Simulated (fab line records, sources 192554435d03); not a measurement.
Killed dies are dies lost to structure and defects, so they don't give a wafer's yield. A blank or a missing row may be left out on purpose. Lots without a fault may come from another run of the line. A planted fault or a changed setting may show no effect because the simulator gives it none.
Chamber matching | flow n5_finfet | N5_MIM_TOP_ALD_00 on ald_hk-03: 4 sister chambers
The step deposits Al2O3, purge time 3 s, co reactant pulse time 3 s. 4 wafers are shown with their chamber, then 6 later ones without.

WAFERS WITH THEIR CHAMBER
wafer  | chamber | precursor_pulse_height_rel
L849.4 | 3       | 1.009
L849.5 | 2       | 1.017
L850.2 | 1       | 0.990
L850.3 | 0       | 0.989

WAFERS WITHOUT THEIR CHAMBER
wafer  | precursor_pulse_height_rel
L850.6 | 1.028
L855.1 | 1.007
L855.3 | 1.025
L864.3 | 0.976
L864.4 | 1.006
L864.6 | 0.963

WHICH CHAMBER EACH WENT THROUGH
wafer  | from the rows above               | in truth
L850.6 | can't be placed: 2 or 3           | 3
L855.1 | can't be placed: 3 or 2 or 1 or 0 | 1
L855.3 | can't be placed: 2 or 3           | 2
L864.3 | can't be placed: 0 or 1 or 3      | 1
L864.4 | can't be placed: 3 or 2 or 1 or 0 | 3
L864.6 | can't be placed: 0 or 1 or 3      | 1
Placed correctly: 0 of 6. Can't be placed from these rows: 6 (the true chamber is among the candidates in 6). Placed wrongly: 0.
How it was worked out, from the rows above alone: a wafer's distance from a chamber is the root of the sum, over the readings, of the square of ((its reading less the chamber's mean) divided by the reading's scatter). The wafer belongs to the nearest chamber; if the next one is less than 2 further off, it can't be placed. A chamber's mean is the mean of its shown wafers. The scatter: with one shown wafer a chamber, the root of the mean of the squares of how far each hidden wafer lies from its nearest shown one.
